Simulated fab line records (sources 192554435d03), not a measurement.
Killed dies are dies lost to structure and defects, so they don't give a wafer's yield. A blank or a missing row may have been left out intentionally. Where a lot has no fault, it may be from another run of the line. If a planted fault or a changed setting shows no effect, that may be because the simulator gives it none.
Split-lot study -- flow n5-finfet -- 7 lots, 39 wafers read, on a route of 1938 steps

== THE SPLIT ==
At N5_SD_EPI_N_EPI_21 (deposits Si:P, time 690 s), the setting pressure-torr was moved away from the recipe's 255 Torr on 36 of the 39 wafers read, by -10.6% to +15.4%. All remaining wafers had this setting at the recipe value.

The split's own step is where the reading is taken.

== THE READING ==
Si-P_of_SD_EPI_N_EPI_21.thk-nm (the simulator's own value, which no gauge read), in nm, at N5_SD_EPI_N_EPI_21 (deposits Si:P, time 690 s). There is no usual value for it anywhere in the file. Average 59.1 nm, standard deviation 0.74 nm, over the 3 wafers here run with the recipe.

wafer,"tool, chamber at the split","pressure-torr as run, Torr",against the recipe,"Si-P_of_SD_EPI_N_EPI_21.thk-nm, nm",against lot-mates on the recipe
L075.1,"epi-rpcvd-02, 0",288.1,+13.0%,60.6,no lot-mate on the recipe
L075.2,"epi-rpcvd-02, 0",288.1,+13.0%,60.4,no lot-mate on the recipe
L075.3,"epi-rpcvd-02, 0",288.1,+13.0%,60.4,no lot-mate on the recipe
L075.4,"epi-rpcvd-02, 0",288.1,+13.0%,60.8,no lot-mate on the recipe
L075.5,"epi-rpcvd-02, 0",288.1,+13.0%,61,no lot-mate on the recipe
L075.6,"epi-rpcvd-02, 0",288.1,+13.0%,61,no lot-mate on the recipe
L079.1,"epi-rpcvd-04, 0",228,-10.6%,56,no lot-mate on the recipe
L079.2,"epi-rpcvd-04, 0",228,-10.6%,56.8,no lot-mate on the recipe
L079.3,"epi-rpcvd-04, 0",228,-10.6%,56.8,no lot-mate on the recipe
L079.5,"epi-rpcvd-04, 0",228,-10.6%,56.8,no lot-mate on the recipe
L079.4,"epi-rpcvd-04, 0",228,-10.6%,56.4,no lot-mate on the recipe
L079.6,"epi-rpcvd-04, 0",228,-10.6%,55.8,no lot-mate on the recipe
L083.1,"epi-rpcvd-04, 0",281.4,+10.4%,60.8,no lot-mate on the recipe
L083.2,"epi-rpcvd-04, 0",281.4,+10.4%,61.2,no lot-mate on the recipe
L083.3,"epi-rpcvd-04, 0",281.4,+10.4%,60,no lot-mate on the recipe
L083.4,"epi-rpcvd-04, 0",281.4,+10.4%,60.4,no lot-mate on the recipe
L083.5,"epi-rpcvd-04, 0",281.4,+10.4%,59.8,no lot-mate on the recipe
L083.6,"epi-rpcvd-04, 0",281.4,+10.4%,59.6,no lot-mate on the recipe
L085.1,"epi-rpcvd-04, 0",284.3,+11.5%,62,no lot-mate on the recipe
L085.2,"epi-rpcvd-04, 0",284.3,+11.5%,62.2,no lot-mate on the recipe
L085.3,"epi-rpcvd-04, 0",284.3,+11.5%,62.6,no lot-mate on the recipe
L085.5,"epi-rpcvd-04, 0",284.3,+11.5%,62.6,no lot-mate on the recipe
L085.6,"epi-rpcvd-04, 0",284.3,+11.5%,62.6,no lot-mate on the recipe
L085.4,"epi-rpcvd-04, 0",284.3,+11.5%,61.4,no lot-mate on the recipe
L092.1,"epi-rpcvd-02, 0",255,recipe,60,-
L092.5,"epi-rpcvd-02, 0",255,recipe,59.2,-
L092.6,"epi-rpcvd-02, 0",255,recipe,58.2,-
L093.1,"epi-rpcvd-01, 0",273.3,+7.2%,60.4,no lot-mate on the recipe
L093.2,"epi-rpcvd-01, 0",273.3,+7.2%,60.6,no lot-mate on the recipe
L093.5,"epi-rpcvd-01, 0",273.3,+7.2%,60.6,no lot-mate on the recipe
L093.3,"epi-rpcvd-01, 0",273.3,+7.2%,61.2,no lot-mate on the recipe
L093.6,"epi-rpcvd-01, 0",273.3,+7.2%,61.2,no lot-mate on the recipe
L093.4,"epi-rpcvd-01, 0",273.3,+7.2%,61,no lot-mate on the recipe
L097.1,"epi-rpcvd-02, 0",294.2,+15.4%,61.4,no lot-mate on the recipe
L097.5,"epi-rpcvd-02, 0",294.2,+15.4%,61.4,no lot-mate on the recipe
L097.2,"epi-rpcvd-02, 0",294.2,+15.4%,61.8,no lot-mate on the recipe
L097.3,"epi-rpcvd-02, 0",294.2,+15.4%,61,no lot-mate on the recipe
L097.4,"epi-rpcvd-02, 0",294.2,+15.4%,61.2,no lot-mate on the recipe
L097.6,"epi-rpcvd-02, 0",294.2,+15.4%,61.2,no lot-mate on the recipe

FIT RESULTS
A straight line over all 39 wafers: Si-P_of_SD_EPI_N_EPI_21.thk-nm changes by +0.195 nm for each +1% of pressure-torr; r = +0.90; the points scatter about the line by 0.81 nm.
Too few moved wafers have a lot-mate on the recipe to fit a line with each lot's own level taken away.

== THE FILE'S OWN FIT ==
Si-P_of_SD_EPI_N_EPI_21.thk-nm changes by +0.195 nm for each +1% of pressure-torr, r = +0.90.
